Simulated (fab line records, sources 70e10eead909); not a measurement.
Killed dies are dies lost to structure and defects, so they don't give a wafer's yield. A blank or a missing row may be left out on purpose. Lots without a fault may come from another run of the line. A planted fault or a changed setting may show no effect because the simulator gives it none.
fab line records | flow nand_harc | part 2 of 2: steps 30 to 41 of 41
record lots=5 wafers=15 last_day=24
route steps=1159 shown P_ZERO_WELL@63 P_STI@69
lots that met no fault: from a run of the same line without faults
start_h: hours from the record's first day to the start of the lot's first wafer shown | wait_h: hours since the lot's step before | " the same as in the row above | L1.1+2: a row that stands for several wafers | - no value, or no start given | * or withheld: withheld | < > ~ a bound
route shown NAME@n: a module of which the file shows steps, and the number in the route of the first | usual: mean/standard deviation of fault-free wafers | same: alike in all rows | chamber/n: place in a boat | sites: the reading at each site | _std_site: their standard deviation | _edge_site: outer sites' mean less inner sites' | radius_mm: how far each site lies from the wafer's centre | mask NAME#n: copy n | behind: the tool/chamber that last shaped the wafer | hold: why the lot was held/for how many hours/how that ended | device: the transistor (n, p or np) that didn't switch | end of line: the same wafers' tests at the end of the route | a step without rows: its recipe alone | killed: dies lost to structure and defects at the first sort, not the wafer's yield | map: a wafer's dies, x killed, . not, _ none there
set.NAME: the setting as run; set.NAME@STEP: as run at that earlier step | model.NAME: the simulator's own value behind a step, which no gauge read
lots at some steps of the route; a table a step, a row a wafer
services: from which hour (start_h, from the record's first day; less than 0 if before it) a tool's chamber was out of use, for how many hours, and why
## steps
# step NHARC_P_STI_OCD_MEAS_17
# usual trench_depth_nm=299.7/2.7 trench_foot_cd_nm=157.7/1.6
# columns lot.wafer tool chamber start_h wait_h trench_depth_nm trench_foot_cd_nm
L077.1 ocd-01 - 55.32 0.1 302.3 156.2
L077.2 " - " " 299.6 158.5
L077.4 " - " " 303.1 157.2
L080.2 ocd-01 - 71.72 0.1 296.4 156.4
L080.3 " - " " 297.1 156.3
L080.4 " - " " 299.4 158.6
L081.3 ocd-02 - 78.28 0.1 301.2 156.5
L081.4 " - " " 303.9 155.1
L081.5 " - " " 300.6 156.0
L091.2 ocd-02 - 137.76 0.1 301.5 159.1
L091.3 " - " " 299.6 157.7
L091.4 " - " " 302.1 160.0
L094.2 ocd-02 - 156.09 0.1 298.4 158.2
L094.4 " - " " 301.3 158.9
L094.6 " - " " 293.2 158.3
# step NHARC_P_STI_STRIP_19
# recipe time_s=900 temp_c=130 chemistry=SPM
# usual bath_guard_temp_C=130.1/0.37
# columns lot.wafer tool chamber start_h wait_h bath_guard_temp_C
L077.1 wet_bench-07 5 55.37 0.1 129.5
L077.2 " 7 " " 130.3
L077.4 " 2 " " 130.1
L080.3 wet_bench-06 6 71.78 0.1 129.5
L080.2 " 0 " " 130.2
L080.4 " 2 " " 130.5
L081.3 wet_bench-06 5 78.33 0.0 130.5
L081.5 " 6 " " 129.5
L081.4 " 7 " " 130.1
L091.2 wet_bench-06 0 137.82 0.1 130.5
L091.4 " 1 " " 130.7
L091.3 " 4 " " 130.4
L094.4 wet_bench-06 0 156.16 0.1 130.3
L094.2 " 1 " " 131.1
L094.6 " 2 " " 130.0
# step NHARC_P_STI_PRECLEAN_32
# recipe time_s=* temp_c=50 bath_age_min=0 chemistry=SC1
# usual bath_guard_temp_C=50.2/0.37
# columns lot.wafer tool chamber start_h wait_h bath_guard_temp_C
L077.1 wet_bench-07 5 - - 49.7
L077.2 " 7 " " 49.6
L077.4 " 2 " " 50.7
L080.3 wet_bench-06 6 - - 50.1
L080.2 " 0 " " 50.2
L080.4 " 2 " " 50.0
L081.3 wet_bench-06 5 - - 50.7
L081.5 " 6 " " 49.4
L081.4 " 7 " " 49.7
L091.2 wet_bench-06 0 - - 50.4
L091.4 " 1 " " 50.7
L091.3 " 4 " " 50.2
L094.4 wet_bench-06 0 - - 50.3
L094.2 " 1 " " 51.2
L094.6 " 2 " " 50.3
# step NHARC_P_STI_SRD_23
# columns lot.wafer tool chamber start_h wait_h
L077.1+2+4 wet_bench-07 5,7,2 - -
L080.3+2+4 wet_bench-06 6,0,2 - -
L081.3+5+4 wet_bench-06 5,6,7 - -
L091.2+4+3 wet_bench-06 0,1,4 - -
L094.4+2+6 wet_bench-06 0,1,2 - -
# step NHARC_P_STI_OCD_MEAS_43
# usual trench_depth_nm=299.7/2.7 trench_foot_cd_nm=157.6/1.6
# columns lot.wafer tool chamber start_h wait_h trench_depth_nm trench_foot_cd_nm
L077.1 ocd-02 - 55.83 - 302.9 156.4
L077.2 " - " " 299.8 158.4
L077.4 " - " " 303.8 157.1
L080.2 ocd-02 - 72.22 - 296.3 156.2
L080.3 " - " " 296.9 156.6
L080.4 " - " " 299.7 158.5
L081.3 ocd-01 - 78.79 - 301.2 156.4
L081.4 " - " " 303.5 155.2
L081.5 " - " " 300.6 155.5
L091.2 ocd-01 - 138.27 - 301.3 159.6
L091.3 " - " " 299.3 158.0
L091.4 " - " " 302.2 160.2
L094.2 ocd-01 - 156.60 - 298.8 158.0
L094.4 " - " " 301.2 158.3
L094.6 " - " " 292.8 158.8
# step NHARC_P_STI_OXIDE_33
# recipe target_thk_a=100 temp_c=1000 ox_time_s=281 material=SiO2
# usual spike_tc_upper_C=1000.3/1.2
# columns lot.wafer tool chamber start_h wait_h spike_tc_upper_C
L077.1 furnace-04 0 62.76 6.9 1001.2
L077.2 " 0 " " 999.3
L077.4 " 0 " " 1000.6
L080.2 furnace-04 0 74.43 2.2 999.3
L080.3 " 0 " " 999.8
L080.4 " 0 " " 998.6
L081.3 furnace-04 0 82.43 3.6 1000.4
L081.4 " 0 " " 1000.0
L081.5 " 0 " " 999.8
L091.2 furnace-02 0 138.34 0.1 1002.7
L091.3 " 0 " " 1001.7
L091.4 " 0 " " 1000.8
L094.2 furnace-04 0 160.30 3.7 998.6
L094.4 " 0 " " 999.6
L094.6 " 0 " " 1000.5
# step NHARC_P_STI_HDPCVD_20
# recipe target_thk_a=withheld sigma_open_frac=withheld material=SiO2
# columns lot.wafer tool chamber start_h wait_h
L077.1+2+4 hdpcvd-01 1,0,1 67.39 0.4
L080.2+4+3 hdpcvd-01 0,0,1 79.62 0.9
L081.3+4+5 hdpcvd-01 0,1,0 87.22 0.5
L091.2+4+3 hdpcvd-01 0,1,0 143.54 1.0
L094.2+4+6 hdpcvd-01 1 165.11 0.5
# step NHARC_P_STI_ANNEAL_34
# recipe temp_c=1000 time_s=1800
# usual spike_tc_upper_C=1000.7/1.5
# columns lot.wafer tool chamber start_h wait_h spike_tc_upper_C
L077.1 furnace-01 0 75.42 7.9 999.1
L077.2 " 0 " " 1000.4
L077.4 " 0 " " 999.8
L080.2 furnace-02 0 83.40 3.7 1002.9
L080.3 " 0 " " 1002.5
L080.4 " 0 " " 1001.4
L081.3 furnace-02 0 92.32 5.0 1002.5
L081.4 " 0 " " 1001.3
L081.5 " 0 " " 1004.0
L091.2 furnace-04 0 147.16 3.5 999.3
L091.3 " 0 " " 999.7
L091.4 " 0 " " 999.3
L094.2 furnace-02 0 169.84 4.6 1001.3
L094.4 " 0 " " 1003.9
L094.6 " 0 " " 1001.0
# step NHARC_P_STI_CMP_21
# recipe t_overpolish_s=20 target_thk_nm=380.67
# usual motor_current_A=12.7/1.2 overpolish_run_s=20.000/0.0096
# same t_overpolish_s=20
# columns lot.wafer tool chamber start_h wait_h motor_current_A overpolish_run_s
L077.1 cmp-04 3 80.41 0.5 12.0 19.996
L077.2 " 1 " " 15.1 19.989
L077.4 " 2 " " 11.1 19.999
L080.2 cmp-04 0 88.24 0.4 15.2 19.996
L080.4 " 2 " " 11.9 19.996
L080.3 " 3 " " 11.1 19.994
L081.4 cmp-01 0 97.25 0.4 13.9 20.012
L081.3 " 3 " " 13.1 20.004
L081.5 " 1 " " 12.4 19.985
L091.3 cmp-01 2 152.07 0.4 11.1 20.011
L091.2 " 3 " " 13.2 20.002
L091.4 " 1 " " 12.3 20.003
L094.2 cmp-02 0 174.77 0.4 12.5 19.997
L094.4 " 2 " " 11.9 19.993
L094.6 " 1 " " 12.3 20.002
# step NHARC_P_STI_SRD_35
# columns lot.wafer tool chamber start_h wait_h
L077.4+2+1 wet_bench-03 6,7,1 80.72 0.0
L080.2+4+3 wet_bench-06 4,6,7 88.54 0.0
L081.5+4+3 wet_bench-06 1,4,6 97.55 0.0
L091.4+3+2 wet_bench-07 6,1,2 152.37 0.0
L094.2+4+6 wet_bench-03 5,0,1 175.08 0.0
# step NHARC_P_STI_ETCH_36
# recipe target_depth_a=388 chemistry=dHF material=SiO2
# columns lot.wafer tool chamber start_h wait_h
L077.4+2+1 wet_bench-03 6,7,1 80.74 0.0
L080.2+4+3 wet_bench-06 4,6,7 88.57 0.0
L081.5+4+3 wet_bench-06 1,4,6 97.57 0.0
L091.4+3+2 wet_bench-07 6,1,2 152.40 0.0
L094.2+4+6 wet_bench-03 5,0,1 175.10 0.0
# step NHARC_P_STI_STRIP_24
# recipe temp_c=160 chemistry=H3PO4 material=Si3N4
# usual bath_guard_temp_C=160.2/0.39
# columns lot.wafer tool chamber start_h wait_h bath_guard_temp_C
L077.4 wet_bench-03 6 80.76 0.0 159.9
L077.2 " 7 " " 160.5
L077.1 " 1 " " 160.2
L080.2 wet_bench-06 4 88.58 0.0 159.8
L080.4 " 6 " " 159.9
L080.3 " 7 " " 159.6
L081.5 wet_bench-06 1 97.59 0.0 161.1
L081.4 " 4 " " 160.1
L081.3 " 6 " " 159.8
L091.4 wet_bench-07 6 152.41 0.0 160.1
L091.3 " 1 " " 160.2
L091.2 " 2 " " 160.5
L094.2 wet_bench-03 5 175.11 0.0 159.9
L094.4 " 0 " " 160.2
L094.6 " 1 " " 160.2
## services
# columns tool chamber start_h hours kind
implanter-01 - 15.68 2.4 repair
rie_diel-08 - 25.41 1.2 repair
litho_track-03 - 38.00 7.0 pm
rie_diel-05 - 52.27 0.3 repair
rie_diel-08 3 58.47 4.8 repair
litho_track-05 - 62.00 7.0 pm
rie_diel-05 2 62.36 1.6 repair
rie_diel-07 - 62.89 9.0 pm
hdpcvd-01 - 80.14 1.3 repair
rie_diel-05 3 80.74 2.6 repair
wet_bench-07 - 85.50 2.7 repair
wet_bench-07 - 96.00 8.0 pm
rie_diel-05 0 102.41 4.5 repair
furnace-02 - 108.12 26.0 pm
hdpcvd-01 - 111.00 13.0 pm
wet_bench-09 - 112.80 8.0 pm
rie_diel-07 - 117.51 0.3 repair
wet_bench-06 - 129.60 8.0 pm
rie_diel-05 3 137.69 7.5 repair
wet_bench-03 - 143.88 14.2 repair
wet_bench-03 - 158.08 8.0 pm
rie_diel-05 - 163.66 9.0 pm
wet_bench-02 - 164.74 3.4 repair
litho_track-02 - 165.01 7.0 pm
